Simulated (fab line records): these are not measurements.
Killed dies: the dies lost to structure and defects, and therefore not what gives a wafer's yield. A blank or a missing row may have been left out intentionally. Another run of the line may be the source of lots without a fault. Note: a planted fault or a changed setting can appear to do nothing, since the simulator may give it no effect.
A lot that was struck, set against a sound lot || flow n5_finfet || 44 steps out of a route of 1938
Sound: the wafers L322.2, L322.3, L322.5. Struck: wafer L328.2 (left out: L328.3, L328.4 of the same lot, which were not struck); the cause appears at the end.
Order at every step that has rows: each side's tool, ch and its chambers, its first start. Under that, the readings that differ: sound wafers || struck wafers || difference of the means || sigmas: that difference in standard deviations of wafers without a fault.
alike: same words and numbers on both sides, and readings whose means sit less than 2 such deviations apart. not compared: any withheld reading, any reading some wafer has no value for, any bound like >300 that may hide the same value, and any number with overlapping values for which the record gives no deviation.
A row with sigmas, a row that says differs or no value, or rows on one side alone: a step with any of these is where the two part. When numbers do not overlap yet have no deviation, they are printed without sigmas and do not part them. A reading missing from all wafers of one side parts the sides only when that side holds two or more wafers.

first, 2 steps without rows for these wafers: N5_BEOL_M8_SPUTTER_48 (material Cu, target thk 10 nm, time 1.667 s); N5_BEOL_M8_ECD_50 (material Cu, target thk 300 nm).
N5_BEOL_M8_ANNEAL_51: time 90 s.
  sound on rtp_anneal-01 ch 0, day 12 22:53; struck on rtp_anneal-02 ch 0, day 14 06:46
  alike: anneal_temp_c_max, wafer_temp_C_max
then, 1 step without rows for these wafers: N5_BEOL_M8_CMP_52 (polishes, stops on SiCOH lowk, t overpolish 6.9 s, target thk 80 nm).
N5_BEOL_M8_THK_MEAS_53: measures by xrf.
  struck on film_metro-02, day 14 07:19; sound on film_metro-02, day 12 23:29
  alike: M8_THK
then, 2 steps without rows for these wafers: N5_BEOL_M8_PRE_CLEAN_55 (time 15 s); N5_BEOL_M8_DEP_56 (deposits SiCN from 3MS/NH3, target thk 10 nm, time 17.5 s).
N5_BEOL_M8_RS_MEAS_57: uses a four-point probe to measure.
  struck on film_metro-01, day 14 07:26; sound on film_metro-02, day 12 23:37
  alike: M8_RS
N5_BEOL_M8_INSPECT_58: inspects for defects (darkfield).
  struck on defect_inspect-01, day 14 07:28; sound on defect_inspect-02, day 12 23:39
  alike: raw_defect_count
N5_BEOL_M9_ILD_DEP_00: deposits SiCOH lowk from DEMS/porogen, target thk 308.51 nm, time 58 s.
  sound on pecvd-04 ch 1,2, day 12 23:41; struck on pecvd-03 ch 1, day 14 07:31
  alike: heater_power_w, showerhead_plenum_p_Torr, throttle_valve_pct
  not compared: since_wet_clean_h
then, 1 step without rows for these wafers: N5_BEOL_M9_CURE_71 (cures SiCOH lowk, time 240 s).
N5_BEOL_M9_THK_MEAS_01:
  struck on film_metro-02, day 14 08:06; sound on film_metro-01, day 13 00:17
  alike: M9_ILD_THK
N5_BEOL_M9_PECVD_70: deposits SiO2 from TEOS/O2, target thk 20 nm, time 22.7 s.
  sound on pecvd-04 ch 0,1,2, day 13 00:19; struck on pecvd-04 ch 1, day 14 08:08
{"reading": "model.SiO2_of_BEOL_M9_PECVD_70.thk_nm (nm)", "sound": "19.6 20.2 20.4", "struck": 17.4, "difference": -2.7, "sigmas": ""}
  alike: heater_power_w, showerhead_plenum_p_Torr, throttle_valve_pct
  not compared: since_wet_clean_h
N5_BEOL_M9_HM_DEP_02: deposits TiN, target thk 20 nm.
  struck on pvd_sputter-02, day 14 10:43; sound on pvd_sputter-02, day 13 00:43
  alike: throttle_valve_pct
then, 8 steps without rows for these wafers: N5_BEOL_M9_COAT_59 (time 60 s, resist thk 100 nm); N5_BEOL_M9_COAT_60 (time 60 s, resist thk 30 nm); N5_BEOL_M9_COAT_05 (resist thk 90 nm); N5_BEOL_M9_EBR_07; N5_BEOL_M9_SOFTBAKE_06 (time 60 s); N5_BEOL_M9_EXPOSE_08 (exposes mask M9); N5_BEOL_M9_PEB_09 (peb time 60 s); N5_BEOL_M9_DEVELOP_10 (develop time 30 s).
N5_BEOL_M9_CD_MEAS_11: the cd target is 64.1 nm.
  sound on cd_sem-01 ch 0, day 13 01:06; struck on cd_sem-02 ch 0, day 14 11:05
  alike: cd_nm
N5_BEOL_M9_OVL_MEAS_12:
  sound on overlay-01 ch 0, day 13 01:08; struck on overlay-01 ch 0, day 14 11:07
  alike: M9_OVL
N5_BEOL_M9_INSPECT_13: inspects for defects (brightfield).
  struck on defect_inspect-01, day 14 11:09; sound on defect_inspect-01, day 13 01:09
  alike: raw_defect_count
then, 2 steps without rows for these wafers: N5_BEOL_M9_DESCUM_16 (chemistry O2, time 7.9 s); N5_BEOL_M9_ETCH_61 (etches SiARC in CF4, target depth 39 nm, time 65 s).
N5_BEOL_M9_ETCH_62: etches SOC in N2/H2, target depth 110 nm, overetch 22 nm, time 165 s.
  sound on rie_diel-03 ch 0,1,2, day 13 01:16; struck on rie_diel-06 ch 0, day 14 11:23
{"reading": "throttle_valve_pct (%)", "sound": "17.84 18.35 17.45", "struck": 17.40, "difference": -0.48, "sigmas": -2}
  alike: drypump_motor_current_A, oes_product_au, rf_vpp_V, showerhead_plenum_p_Torr
  not compared: rf_hours_counter_h
then, 2 steps without rows for these wafers: N5_BEOL_M9_STRIP_68 (strips in N2/H2); N5_BEOL_M9_STRIP_67 (strips in CF4).
N5_BEOL_M9_HM_OPEN_17: chemistry Cl2/BCl3, target TiN, target depth 20 nm, overetch 6 nm.
  sound on rie_metal-02 ch 1, day 13 01:28; struck on rie_metal-01 ch 1, day 14 11:34
{"reading": "throttle_valve_pct (%)", "sound": "22.3 22.3 22.3", "struck": 21.7, "difference": -0.6, "sigmas": -2}
  alike: drypump_motor_current_A, oes_product_au
  not compared: rf_hours_counter_h
then, 1 step without rows for these wafers: N5_BEOL_M9_STRIP_19 (strips in O2).
N5_BEOL_M9_CD_MEAS_18: pitch 140 nm, target cd 70 nm.
  struck on cd_sem-02, day 14 11:52; sound on cd_sem-02, day 13 01:38
  alike: cd_nm
then, 9 steps without rows for these wafers: N5_BEOL_M9_COAT_63 (time 60 s, resist thk 60 nm); N5_BEOL_M9_COAT_64 (time 60 s, resist thk 12 nm); N5_BEOL_M9_COAT_75 (time 60 s, resist thk 5 nm); N5_BEOL_M9_COAT_22 (resist thk 30 nm); N5_BEOL_M9_EBR_24; N5_BEOL_M9_SOFTBAKE_23 (time 60 s); N5_BEOL_M9_EXPOSE_25 (exposes mask V8); N5_BEOL_M9_PEB_26 (peb time 60 s); N5_BEOL_M9_DEVELOP_27 (develop time 30 s).
N5_BEOL_M9_HM_STRIP_39: strips TiN in peroxide tin strip, target depth 25 nm, time 158 s.
  sound on wet_bench-03 ch 0,1,2, day 13 03:41; struck on wet_bench-03 ch 6, day 14 13:32
{"reading": "model.SiO2_of_BEOL_M9_PECVD_70.thk_nm (nm)", "sound": "19.4 20 20.2", "struck": 17.2, "difference": -2.7, "sigmas": ""}
-- record jumps: 3 days separate the struck wafers' starts on either side; left off in module BEOL_M9, taken up again in module PASSIVATION, whose first shown step is the route's number 1936 --
N5_PASSIVATION_PROBE_49:
  struck on prober-02, day 17 08:18; sound on prober-01, day 15 14:16
{"reading": "defect_limited_yield (%)", "sound": "93.1 93.4 93.8", "struck": 87.8, "difference": -5.6, "sigmas": -4}
{"reading": "killed_at_contacts", "sound": "7 5 5", "struck": 40, "difference": "+34", "sigmas": "+5"}
{"reading": "killed_dies", "sound": "81 78 73", "struck": 144, "difference": "+67", "sigmas": "+4"}
{"reading": "killed_open", "sound": "49 51 56", "struck": 102, "difference": "+50", "sigmas": "+4"}
{"reading": "killed_short", "sound": "30 25 15", "struck": 42, "difference": "+19", "sigmas": "+2"}
{"reading": "sort_bin_5_function (%)", "sound": "4.3 4.0 3.6", "struck": 8.3, "difference": "+4.3", "sigmas": "+4"}
{"reading": "sort_n_pass", "sound": "1099 1102 1107", "struck": 1036, "difference": -67, "sigmas": -4}
{"reading": "sort_yield_pct (%)", "sound": "93.1 93.4 93.8", "struck": 87.8, "difference": -5.6, "sigmas": -4}
  alike: killed_at_M0_to_M3, killed_at_M4_up, killed_at_front_end, killed_at_other, sort_bin_4_leakage, sort_bin_6_memory, sort_bin_8_speed

== WHERE THEY PART ==
First at N5_BEOL_M9_ETCH_62; last, within this record, at N5_PASSIVATION_PROBE_49.

WHY: what the simulator had put in
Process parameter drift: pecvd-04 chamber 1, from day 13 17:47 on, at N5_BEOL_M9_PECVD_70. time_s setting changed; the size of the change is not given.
